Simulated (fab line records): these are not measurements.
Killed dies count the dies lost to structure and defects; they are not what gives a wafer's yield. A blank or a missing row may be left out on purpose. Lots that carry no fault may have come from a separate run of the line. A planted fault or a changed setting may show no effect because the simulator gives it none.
Lot-split experiment	flow n5 finfet	21 wafers read across 7 lots, on a route 1938 steps long

## ON THE SPLIT
At N5_HKMG_FIN_COAT_06 (resist thk 90 nm), the setting spin rpm was moved away from the recipe's 1500 rpm on 7 of the 21 wafers read, by -5.4% to +10.9%. The other wafers ran this setting at the recipe's value.

The file shows no step between the split and the reading.

## THE READING
CAR-ArF_of_HKMG_FIN_COAT_06.thk nm (the simulator's own value, which no gauge read), in nm, at N5_HKMG_FIN_DEVELOP_11 (develop time 30 s). The file does not state a usual value for it. Across the 14 wafers here that went through the recipe, the average is 88.4 nm and the standard deviation 0.35 nm.

wafer	tool, chamber at the split	spin rpm as run, rpm	against the recipe	CAR-ArF_of_HKMG_FIN_COAT_06.thk nm, nm	against lot-mates on the recipe
L078.3	litho track-01, 0	1436	-4.3%	90.8	+1.9
L078.4	litho track-01, 0	1500	recipe	88.8	-
L078.5	litho track-01, 0	1500	recipe	89	-
L081.2	litho track-02, 0	1500	recipe	87.8	-
L081.3	litho track-02, 0	1606	+7.1%	85	-2.8
L081.4	litho track-02, 0	1606	+7.1%	85	-2.8
L083.2	litho track-04, 0	1500	recipe	88.4	-
L083.3	litho track-04, 0	1500	recipe	88.4	-
L083.5	litho track-04, 0	1500	recipe	88.2	-
L087.3	litho track-01, 0	1419	-5.4%	91.2	+2.6
L087.4	litho track-01, 0	1419	-5.4%	91.8	+3.2
L087.5	litho track-01, 0	1500	recipe	88.6	-
L092.1	litho track-01, 0	1664	+10.9%	83.8	-4.8
L092.3	litho track-01, 0	1664	+10.9%	83.6	-5.0
L092.4	litho track-01, 0	1500	recipe	88.6	-
L096.2	litho track-02, 0	1500	recipe	87.8	-
L096.5	litho track-02, 0	1500	recipe	88.2	-
L096.6	litho track-02, 0	1500	recipe	88	-
L097.1	litho track-04, 0	1500	recipe	88.6	-
L097.2	litho track-04, 0	1500	recipe	88.6	-
L097.6	litho track-04, 0	1500	recipe	88.6	-

THE FIT
A straight line over all 21 wafers: CAR-ArF_of_HKMG_FIN_COAT_06.thk nm changes by -0.474 nm for each +1% of spin rpm; r = -0.98; the points scatter about the line by 0.39 nm.
The same after taking each lot's own level away (the mean of its wafers on the recipe; 21 wafers): -0.452 nm for each +1%; r = -0.99; scatter 0.22 nm.
That fit puts the effect of the largest move of spin rpm on the reading at 4.9 nm.
The lots' own levels span 87.80 to 88.90 nm, that is 3.2 times the standard deviation above.
The two slopes agree, so the slope changes little with the lot-to-lot level.
Check: -4.89 nm against its lot-mates is what the line predicts for one of the wafers moved furthest among these (+10.9%) when that wafer is left out of the fit. Against them it came out at -4.8 nm.

## THE OTHER SPLITS THESE WAFERS WENT THROUGH
Before the reading, these wafers also passed through other splits. Each is held against what the fit with the lots' levels taken away leaves over:
other split on the same wafers	wafers away from the commonest value	r with CAR-ArF_of_HKMG_FIN_COAT_06.thk nm (lot level and that fit taken away)
N5_SD_EPI_N_DESCUM_14 time s	8	-0.01
N5_SD_EPI_N_ETCH_35 time s	7	+0.05
N5_SDB_EXPOSE_08 dose mj	10	-0.35
N5_SDB_ETCH_18 source w	5	-0.21

## THE WHOLE CHAIN: every reading that the file lists as answering this split, in the file's order
step	what it does	reading	change (the file's fit)	r (the file's)
N5_HKMG_FIN_COAT_06	resist thk 90 nm	CAR-ArF_of_HKMG_FIN_COAT_06.thk nm (the simulator's own value, which no gauge read)	-0.46 nm for each +1% of the setting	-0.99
N5_HKMG_FIN_DEVELOP_11	develop time 30 s	CAR-ArF_of_HKMG_FIN_COAT_06.thk nm (the simulator's own value, which no gauge read)	-0.448 nm for each +1% of the setting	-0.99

## FILE'S OWN FIT
CAR-ArF_of_HKMG_FIN_COAT_06.thk nm changes by -0.448 nm for each +1% of spin rpm, r = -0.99.
